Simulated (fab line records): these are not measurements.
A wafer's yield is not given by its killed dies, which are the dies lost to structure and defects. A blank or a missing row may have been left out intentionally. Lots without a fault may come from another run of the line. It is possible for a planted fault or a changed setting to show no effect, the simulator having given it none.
A single fault, viewed from 2 desks | flow n5Finfet | every desk sees just its own numbers, and what lay behind them comes last

AT THE METROLOGY DESK
What the gauges read for every lot (on any tool): the sampled wafers with a number, averaged. The brackets show how far a lot's mean lies from the usual mean; more than 4 standard deviations puts the lot out of limits, marked OUT. Of its 10 readings 7 are shown: those that lie furthest out on some lot.
Columns: A = DIBL_N at N5_BEOL_M4_RC_MEAS_101, usual 36.3 mV/V; B = DIBL_P at N5_BEOL_M4_RC_MEAS_101, usual 36.2 mV/V; C = IOFF_N at N5_BEOL_M4_RC_MEAS_101, usual 0.160 nA/um; D = IOFF_P at N5_BEOL_M4_RC_MEAS_101, usual 0.21 nA/um; E = ION_P at N5_BEOL_M4_RC_MEAS_101, usual 465 uA/um; F = SS_N at N5_BEOL_M4_RC_MEAS_101, usual 71.5 mV/dec; G = VT_N at N5_BEOL_M4_RC_MEAS_101, usual 250 mV
lot  | first seen here | A    | B    | C     | D    | E   | F    | G
L777 | day 7 20:53     | 39.9 | 39.6 | 0.216 | 0.28 | 469 | 72.1 | 245
L778 | day 8 00:02     | 36.0 | 35.6 | 0.157 | 0.21 | 466 | 70.7 | 249
L781 | day 9 08:10     | 34.1 | 34.1 | 0.130 | 0.16 | 461 | 70.8 | 254
L790 | day 11 02:11    | 36.8 | 37.3 | 0.168 | 0.20 | 467 | 72.0 | 250
L792 | day 12 11:51    | 37.5 | 38.8 | 0.200 | 0.26 | 470 | 72.5 | 246
L794 | day 12 12:45    | 34.3 | 35.4 | 0.132 | 0.19 | 465 | 71.3 | 252
L796 | day 12 16:40    | 37.2 | 36.0 | 0.177 | 0.24 | 468 | 71.5 | 248
L795 | day 12 16:46    | 35.5 | 36.1 | 0.138 | 0.18 | 460 | 71.3 | 253
L797 | day 13 12:14    | 32.8 | 30.9 | 0.112 | 0.15 | 458 | 70.5 | 254
L798 | day 13 12:34    | 34.4 | 34.6 | 0.132 | 0.19 | 462 | 71.0 | 252
L800 | day 13 21:29    | 36.0 | 35.8 | 0.146 | 0.17 | 454 | 71.7 | 250
Finding of this desk: none of the 11 lots has anything out of limits.

THE DEFECT DESK
Per lot, the means of the sampled wafers with a number show what the inspections along the route counted. The brackets show how far a lot's mean lies from the usual mean; more than 4 standard deviations puts the lot out of limits, marked OUT.
Columns: A = rawDefectCount at N5_STI_FIN_REVEAL_INSPECT_13, usual 11
lot  | first seen here | A
L777 | day 2 13:22     | 17
L778 | day 2 23:24     | 11
L781 | day 3 14:35     | 479 (+92) OUT
L790 | day 5 19:35     | 16
L792 | day 6 06:46     | 11
L794 | day 6 19:39     | 17
L795 | day 7 01:22     | 13
L796 | day 7 05:42     | 7
L797 | day 7 12:23     | 14
L798 | day 7 18:18     | 6
L800 | day 8 07:24     | 9
Finding of this desk: L781 out of limits; the first was L781 at day 3 14:35, on rawDefectCount at N5_STI_FIN_REVEAL_INSPECT_13. In limits: L777, L778, L790, L792, L794, L795, L796, L797, L798, L800.

BROUGHT TOGETHER
The defect desk could have raised an alarm at day 3 14:35, on L781.
Nothing out of limits was seen by the metrology desk.
The metrology desk has L781 on record, within its limits.
All the named lots went through N5_STI_FIN_REVEAL_STRIP_35 on wetBench-03.

WHAT HAD BEEN PUT IN BY THE SIMULATOR
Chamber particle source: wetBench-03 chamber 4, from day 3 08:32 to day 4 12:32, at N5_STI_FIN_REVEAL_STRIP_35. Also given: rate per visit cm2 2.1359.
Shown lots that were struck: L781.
Hours from the fault's start to each desk's first reading out of limits: the defect desk, 6.
